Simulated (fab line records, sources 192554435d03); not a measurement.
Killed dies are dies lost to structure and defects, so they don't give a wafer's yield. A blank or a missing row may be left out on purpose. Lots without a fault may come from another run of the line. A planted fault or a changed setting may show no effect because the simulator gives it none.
One fault seen from 2 desks | flow n5_finfet | each desk has only its own numbers; what lay behind them comes last

THE METROLOGY DESK
What the gauges read, lot by lot, whatever tool the lot ran on: means of the sampled wafers that have a number. A lot is out of limits, marked OUT, if its mean lies more than 4 standard deviations from the usual mean; the brackets give that distance. Of its 10 readings 7 are shown: those that lie furthest out on some lot.
Columns: A = DIBL_N at N5_BEOL_M4_RC_MEAS_101, usual 36.9 mV/V; B = ION_N at N5_BEOL_M4_RC_MEAS_101, usual 673 uA/um; C = ION_P at N5_BEOL_M4_RC_MEAS_101, usual 462 uA/um; D = SS_N at N5_BEOL_M4_RC_MEAS_101, usual 71.8 mV/dec; E = SS_P at N5_BEOL_M4_RC_MEAS_101, usual 73.6 mV/dec; F = VT_N at N5_BEOL_M4_RC_MEAS_101, usual 250 mV; G = VT_P at N5_BEOL_M4_RC_MEAS_101, usual -249.7 mV
lot  | first seen here | A    | B   | C   | D    | E    | F   | G
L306 | day 9 13:32     | 39.0 | 671 | 463 | 72.0 | 73.8 | 249 | -248.5
L308 | day 10 08:52    | 38.4 | 676 | 463 | 72.0 | 74.1 | 251 | -248.8
L310 | day 11 01:46    | 36.1 | 661 | 457 | 71.7 | 73.5 | 253 | -250.1
L316 | day 12 03:14    | 35.1 | 663 | 459 | 71.1 | 72.6 | 251 | -251.8
L319 | day 12 20:19    | 35.3 | 679 | 469 | 71.2 | 73.4 | 250 | -251.0
L320 | day 13 11:25    | 35.9 | 676 | 467 | 71.8 | 73.6 | 247 | -246.6
This desk's finding: nothing out of limits on any of the 6 lots.

THE TOOL OWNER'S DESK: ald_metal-02
The tool's own readings at N5_HKMG_FIN_ALD_21 (deposits TiN, target thk 1.5 nm, pulse time 1 s, purge time 3 s): means of the sampled wafers that have a number, for each lot that ran on this tool. A lot is out of limits, marked OUT, if its mean lies more than 4 standard deviations from the usual mean; the brackets give that distance.
Columns: A = heater_power_outer_w at N5_HKMG_FIN_ALD_21, usual 542 W; B = heater_power_w at N5_HKMG_FIN_ALD_21, usual 902 W; C = precursor_pulse_height_rel at N5_HKMG_FIN_ALD_21, usual 0.999; D = susceptor_temp_C at N5_HKMG_FIN_ALD_21, usual 400.01 C
lot  | first seen here | A   | B   | C     | D
L308 | day 6 19:01     | 542 | 904 | 0.990 | 399.99
L310 | day 7 05:23     | 454 | 805 | 1.001 | 381.53 (-77) OUT
L316 | day 8 14:35     | 446 | 771 | 0.996 | 381.41 (-77) OUT
This desk's finding: out of limits on L310, L316; first on L310, day 7 05:23 (susceptor_temp_C at N5_HKMG_FIN_ALD_21). In limits: L308.

PUT TOGETHER
The tool owner's desk could have raised an alarm at day 7 05:23, on L310, L316.
The metrology desk saw nothing out of limits.
The metrology desk has L310, L316 on record, within its limits.
Of the lots named, all ran N5_HKMG_FIN_ALD_21 on ald_metal-02.

WHAT THE SIMULATOR HAD PUT IN
Process parameter drift: ald_metal-02, from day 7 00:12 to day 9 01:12, at N5_HKMG_FIN_ALD_21. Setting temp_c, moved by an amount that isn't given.
Lots struck among those shown: L310, L316.
Hours from the fault's start to each desk's first reading out of limits: the tool owner's desk, 5.
